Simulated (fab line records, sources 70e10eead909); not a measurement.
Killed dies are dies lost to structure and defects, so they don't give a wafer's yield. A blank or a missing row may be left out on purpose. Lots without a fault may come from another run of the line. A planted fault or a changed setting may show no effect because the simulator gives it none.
Chamber matching | flow nand_harc | NHARC_A_M0_DESCUM_14 on rie_diel-11: 4 sister chambers
The step chemistry O2, time 3 s. 14 wafers are shown with their chamber, then 7 later ones without.

WAFERS WITH THEIR CHAMBER
wafer  | chamber | showerhead_plenum_p_Torr (Torr) | drypump_motor_current_A (A) | oes_product_au (a.u.)
L244.1 | 3       | 1.85                            | 5.4                         | 1.022
L244.2 | 2       | 1.80                            | 5.9                         | 1.005
L244.4 | 0       | 2.01                            | 6.4                         | 0.990
L245.2 | 0       | 2.01                            | 6.4                         | 0.991
L245.4 | 1       | 1.83                            | 5.1                         | 0.983
L245.5 | 0       | 2.01                            | 6.5                         | 0.986
L253.1 | 1       | 1.83                            | 5.1                         | 0.991
L253.2 | 0       | 2.01                            | 6.4                         | 1.002
L253.4 | 2       | 1.80                            | 5.9                         | 0.998
L261.2 | 3       | 1.84                            | 5.3                         | 0.990
L261.3 | 1       | 1.83                            | 5.1                         | 0.982
L261.5 | 2       | 1.80                            | 5.9                         | 1.005
L263.2 | 0       | 2.01                            | 6.5                         | 0.986
L263.5 | 3       | 1.84                            | 5.3                         | 0.992

SIGNATURES (means of the wafers above)
reading                  | chamber 0 | chamber 1 | chamber 2 | chamber 3 | scatter within a chamber
showerhead_plenum_p_Torr | 2.0100    | 1.8300    | 1.8000    | 1.8433    | 0.00258
drypump_motor_current_A  | 6.440     | 5.100     | 5.900     | 5.333     | 0.0432
oes_product_au           | 0.99100   | 0.98533   | 1.00267   | 1.00133   | 0.00947
Rule: a wafer's distance from a chamber is the root of the sum, over the readings, of the square of ((its reading less the chamber's mean) divided by the reading's scatter). The wafer belongs to the nearest chamber; if the next one is less than 2 further off, it can't be placed. The scatter: the root of (the sum of the squares of (reading less its chamber's mean) over the shown wafers, divided by (wafers less chambers)).

WAFERS WITHOUT THEIR CHAMBER
wafer  | showerhead_plenum_p_Torr (Torr) | drypump_motor_current_A (A) | oes_product_au (a.u.)
L263.6 | 1.80                            | 5.8                         | 1.007
L264.3 | 1.84                            | 5.3                         | 0.988
L264.5 | 1.84                            | 5.4                         | 0.994
L264.6 | 2.01                            | 6.5                         | 0.981
L265.4 | 1.80                            | 5.9                         | 1.003
L265.5 | 1.84                            | 5.3                         | 1.012
L265.6 | 2.01                            | 6.4                         | 0.990

WHICH CHAMBER EACH WENT THROUGH
wafer  | from the rows above | in truth
L263.6 | 2                   | 2
L264.3 | 3                   | 3
L264.5 | 3                   | 3
L264.6 | 0                   | 0
L265.4 | 2                   | 2
L265.5 | 3                   | 3
L265.6 | 0                   | 0
Placed correctly: 7 of 7. Can't be placed from these rows: 0. Placed wrongly: 0.
